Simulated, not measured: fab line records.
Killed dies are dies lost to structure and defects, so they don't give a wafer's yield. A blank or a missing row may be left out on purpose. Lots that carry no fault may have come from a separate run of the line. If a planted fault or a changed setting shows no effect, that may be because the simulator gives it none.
A lot that was struck, set against a sound lot ; flow n5Finfet ; 37 steps out of a route of 1938
Sound: wafers L793.1, L793.5, L793.6. Struck: wafer L791.6. (L791.4, L791.5 of the same lot were not struck and are left out.) The cause comes at the end.
At each step with rows: each side's tool, then ch and its chambers, then its first start. Under that, the readings that differ: sound wafers ; struck wafers ; difference of the means ; sigmas: that difference in standard deviations of wafers without a fault.
alike: a reading whose means differ by less than 2 such deviations, as well as words and numbers matching on both sides. not compared: withheld readings; readings where some wafer has no value; bounds like >300 that might hide an equal value; numbers whose values overlap and for which the record gives no deviation.
The two part at a step that has a row with sigmas, a row that says differs or no value, or rows on one side only. Numbers that don't overlap but have no deviation are shown without sigmas and don't part them. Lack of a reading on every wafer of one side parts them only where that side has two or more wafers.

first, 8 steps without rows for these wafers: N5_BEOL_M0_ANNEAL_119 (time 90 s); N5_BEOL_M0_CMP_120 (polishes, stops on SiOC, t overpolish 6.9 s); N5_BEOL_M0_PRE_CLEAN_131 (time 15 s); N5_BEOL_M0_CO_CAP_123 (material Co, precursor CCTBA/H2, target thk 2 nm, time 102.1 s); N5_BEOL_M0_PRE_CLEAN_124 (time 15 s); N5_BEOL_M0_DEP_125 (deposits SiCN from 3MS/NH3, target thk 8 nm, time 14 s); N5_BEOL_M1_ILD_DEP_00 (deposits SiOC from DEMS/O2, target thk 79 nm, time 15.3 s); N5_BEOL_M1_PECVD_72 (deposits SiO2 from TEOS/O2, target thk 16 nm, time 18 s).
N5_BEOL_M1_HM_DEP_02: deposits TiN, target thk 20 nm.
  sound on pvdSputter-01 at day 11 18:16; struck on pvdSputter-02 at day 10 13:29
reading;sound;struck;difference;sigmas
model.TiN_of_BEOL_M1_HM_DEP_02.thkNm (nm);19.8 20.2 20;25.4;+5.4;
  alike: throttleValvePct
then, 16 steps without rows for these wafers: N5_BEOL_M1_COAT_61 (time 60 s, resist thk 60 nm); N5_BEOL_M1_COAT_62 (time 60 s, resist thk 12 nm); N5_BEOL_M1_COAT_73 (time 60 s, resist thk 5 nm); N5_BEOL_M1_COAT_05 (resist thk 30 nm); N5_BEOL_M1_EBR_07; N5_BEOL_M1_SOFTBAKE_06 (time 60 s); N5_BEOL_M1_EXPOSE_08 (exposes mask M1); N5_BEOL_M1_PEB_09 (peb time 60 s); N5_BEOL_M1_DEVELOP_10 (develop time 30 s); N5_BEOL_M1_DESCUM_16 (chemistry O2, time 7 s); N5_BEOL_M1_ETCH_74 (etches underlayer in N2/H2, target depth 6.5 nm, time 5.2 s); N5_BEOL_M1_ETCH_63 (etches SiARC in CF4, target depth 15.6 nm, time 26 s); N5_BEOL_M1_ETCH_64 (etches SOC in N2/H2, target depth 75 nm, overetch 15 nm, time 112.5 s); N5_BEOL_M1_STRIP_65 (strips in N2/H2); N5_BEOL_M1_STRIP_75 (strips in N2/H2); N5_BEOL_M1_STRIP_66 (strips in CF4).
N5_BEOL_M1_HM_OPEN_17: chemistry Cl2/BCl3, target TiN, target depth 20 nm, overetch 6 nm.
  sound on rieMetal-01 ch 0,1, day 11 19:02; struck on rieMetal-01 ch 1, day 10 14:33
reading;sound;struck;difference;sigmas
model.etch.depthNm (nm);19.8 20.1 19.99;25.35;+5.39;
  alike: chamberPressureMTorr, drypumpMotorCurrentA, oesProductAu, throttleValvePct
  not compared: rfHoursCounterH
then, 8 steps without rows for these wafers: N5_BEOL_M1_STRIP_19 (strips in O2); N5_BEOL_M1_COAT_67 (time 60 s, resist thk 60 nm); N5_BEOL_M1_COAT_68 (time 60 s, resist thk 12 nm); N5_BEOL_M1_COAT_76 (time 60 s, resist thk 5 nm); N5_BEOL_M1_COAT_22 (resist thk 30 nm); N5_BEOL_M1_EBR_24; N5_BEOL_M1_SOFTBAKE_23 (time 60 s); N5_BEOL_M1_EXPOSE_25 (exposes mask V0, defocus 5 nm, target cd 24 nm).
N5_BEOL_M1_TRENCH_ETCH_37: etches SiOC in C4F6/O2, target depth 55.207 nm, time 29 s.
  sound: rieDiel-01 ch 0,2,3; struck: rieDiel-01 ch 0
reading;sound;struck;difference;sigmas
chamberPressureMTorr (mTorr);29.997 29.959 29.969;30.041;+0.066;+2
model.TiN_of_BEOL_M1_HM_DEP_02.thkNm (nm);17.4 17.8 17.6;23;+5;
  alike: drypumpMotorCurrentA, oes_f_703_au, oesProductAu, rfVppV, showerheadPlenumPTorr, throttleValvePct
  not compared: rfHoursCounterH
N5_BEOL_M4_RC_MEAS_101:
  sound on prober-01 ch 0, day 13 17:16; struck on prober-02 ch 0, day 11 21:34
reading;sound;struck;difference;sigmas
ION_P (uA/um);473 468 469;451;-19;-2
VT_P (mV);-246 -248 -247;-254;-7;-2
  alike: DIBL_N, DIBL_P, IOFF_N, IOFF_P, ION_N, SS_N, SS_P, VT_N
-- record jumps: 5 days separate the struck wafers' starts on either side; left off in module BEOL_M4, taken up again in module PASSIVATION, whose first shown step is the route's number 1936 --
N5_PASSIVATION_PROBE_49:
  only the struck wafers here have rows in the record (prober-02, day 16 09:53); the sound ones have none

WHERE THEY PART
Earliest at N5_BEOL_M1_TRENCH_ETCH_37; latest, in this record, at N5_PASSIVATION_PROBE_49.

WHY: whatever the simulator had introduced
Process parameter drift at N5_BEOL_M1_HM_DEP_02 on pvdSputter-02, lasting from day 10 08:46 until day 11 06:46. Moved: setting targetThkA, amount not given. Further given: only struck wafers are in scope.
